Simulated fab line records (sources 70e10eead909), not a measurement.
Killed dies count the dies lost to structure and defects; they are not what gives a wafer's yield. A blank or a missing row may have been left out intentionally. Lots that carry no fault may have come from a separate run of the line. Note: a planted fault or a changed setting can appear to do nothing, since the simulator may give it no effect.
A lot that was struck, set against a sound lot :: flow nand harc :: 14 steps out of a route of 1159
Sound: these wafers, L626.1, L626.2, L626.3. Struck: wafer L635.4. The cause is given at the end.
Per side, at each step with rows, come the tool, then ch with its chambers, and then its first start. Under that, the readings that differ: sound wafers :: struck wafers :: difference of the means :: sigmas: that difference in standard deviations of wafers without a fault.
alike: readings with means less than 2 such deviations apart, plus words and numbers identical on both sides. not compared: withheld readings, readings lacking a value on some wafer, bounds such as >300 that could conceal the same value, and numbers that have no deviation in the record and whose values overlap.
The two part at a step that has a row with sigmas, a row that says differs or no value, or rows on one side only. When numbers do not overlap yet have no deviation, they are printed without sigmas and do not part them. A reading that every wafer of one side lacks parts them only if that side has two wafers or more.

NHARC_A_BLC_STRIP_29: strips in CF4.
  sound on rie diel-02 ch 0,2,3, day 18 20:40; struck on rie diel-12 ch 1, day 21 16:22
reading: drypump motor current A (A)
sound: 5.6 5.8 6.6
struck: 5.1
difference: -0.9
sigmas: -2

reading: mfc ar sccm (sccm)
sound: 0.017 0 0
struck: 0.036
difference: +0.030
sigmas: +2
  alike: oes product au, rf vpp V, showerhead plenum p Torr, throttle valve pct
  not compared: rf hours counter h
NHARC_A_BLC_STRIP_21: strips in O2.
  sound on rie diel-02 ch 1,2,3, day 18 20:47; struck on rie diel-12 ch 3, day 21 16:26
  alike: drypump motor current A, mfc ar sccm, oes product au, rf vpp V, showerhead plenum p Torr, throttle valve pct
  not compared: rf hours counter h
then, 3 steps without rows for these wafers: NHARC_A_BLC_STRIP_22 (strips in post etch residue remover, time 600 s); NHARC_A_BLC_DEGAS_30 (time 60 s); NHARC_A_BLC_PRE_CLEAN_31 (time 15 s).
NHARC_A_BLC_PVD_32: deposits Ti, target thk 5 nm, time 17.7 s.
  sound on pvd sputter-02; struck on pvd sputter-01
  alike: throttle valve pct
NHARC_A_BLC_ALD_23: deposits TiN, target thk 3 nm, pulse time 1 s, ald cycles 150.
  sound on ald metal-03 ch 0,1,3, day 18 21:26; struck on ald metal-04 ch 0, day 21 17:06
reading: precursor pulse height rel
sound: 1.044 1.005 1.037
struck: 0.965
difference: -0.064
sigmas: -3
  alike: heater power w
NHARC_A_BLC_CVD_24: deposits W, target thk 150 nm, time 434 s.
  sound on cvd w-02 ch 0,1; struck on cvd w-02 ch 0
  alike: heater power w, mfc ar sccm, throttle valve pct
then, 2 steps without rows for these wafers: NHARC_A_BLC_CMP_25 (polishes, t overpolish 30 s, target thk 150 nm); NHARC_A_BLC_SRD_27.
NHARC_A_BLC_INSPECT_28:
  sound on defect inspect-01, day 18 22:34; struck on defect inspect-02, day 21 18:14
  alike: raw defect count
NHARC_A_M0_DEP_00: deposits SiOC, target thk 150 nm.
  sound on pecvd-02 ch 0,1,2, day 18 22:38; struck on pecvd-02 ch 2, day 21 18:29
reading: rf fwd power W (W)
sound: 599.4 601.2 601.7
struck: 502.4
difference: -98.4
sigmas: -49
then, 2 steps without rows for these wafers: NHARC_A_M0_DEHYDRATE_01 (time 120 s); NHARC_END_SORT_01.

WHERE THEY PART
Last at NHARC_A_M0_DEP_00 as far as this record goes, first at NHARC_A_BLC_STRIP_29.

WHY: what had been put in by the simulator
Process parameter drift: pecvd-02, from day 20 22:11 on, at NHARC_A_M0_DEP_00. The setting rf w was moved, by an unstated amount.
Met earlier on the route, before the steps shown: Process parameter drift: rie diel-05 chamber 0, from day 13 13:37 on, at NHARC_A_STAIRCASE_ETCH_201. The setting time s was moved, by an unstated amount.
